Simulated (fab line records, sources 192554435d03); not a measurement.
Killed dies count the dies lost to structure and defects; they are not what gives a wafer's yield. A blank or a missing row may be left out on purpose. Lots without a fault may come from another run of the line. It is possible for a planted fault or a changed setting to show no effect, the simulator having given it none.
Which tool did it?    flow n5Finfet    route of 1938 steps, sampled at 1 step: 11 lots, 32 wafers

WHAT THE GAUGES SHOWED, per wafer
N5_BEOL_M14_THK_MEAS_50: measures by xrf.
lot   measured      on            M14_THK (nm)
L190  day 12 22:19  filmMetro-02  529 562 574
L194  day 13 05:52  filmMetro-01  536 552 554
L192  day 13 21:59  filmMetro-01  570 525 559
L198  day 15 17:17  filmMetro-01  580 578
L199  day 15 19:10  filmMetro-01  572 560 555
L207  day 17 00:17  filmMetro-01  569 560 537
L205  day 17 11:24  filmMetro-02  555 571 554
L208  day 17 18:15  filmMetro-02  578 580 560
L211  day 18 14:00  filmMetro-01  556 573 554
L212  day 18 14:25  filmMetro-02  552 572 553
L213  day 18 20:57  filmMetro-02  564 577 564

WHAT TOOL EACH LOT RAN ON (gives the tool, then ch and the chambers of the sampled wafers, and finally the start)
The record shows no process step preceding these readings.

THE ANSWER, worked out from the rows above alone
Rule: the usual values come from the lots themselves. The widest of any qualifying gaps counts: lots, ordered by their means at a reading, are off when they make up no more than a third of the lots, leave a main group of 4 or more, and stand apart from it by 3 or more times the standard deviation of that group's means. A main group is skipped when, at the precision printed for the reading in the tables above, its means are all equal. A lot without any number at a reading at which 4 lots or more have one is off too. Where the step has rows for the other lots, those lots are counted as sound.
No lot is off at any reading shown: from this, nothing can be told.

WHAT THE SIMULATOR HAD PUT IN
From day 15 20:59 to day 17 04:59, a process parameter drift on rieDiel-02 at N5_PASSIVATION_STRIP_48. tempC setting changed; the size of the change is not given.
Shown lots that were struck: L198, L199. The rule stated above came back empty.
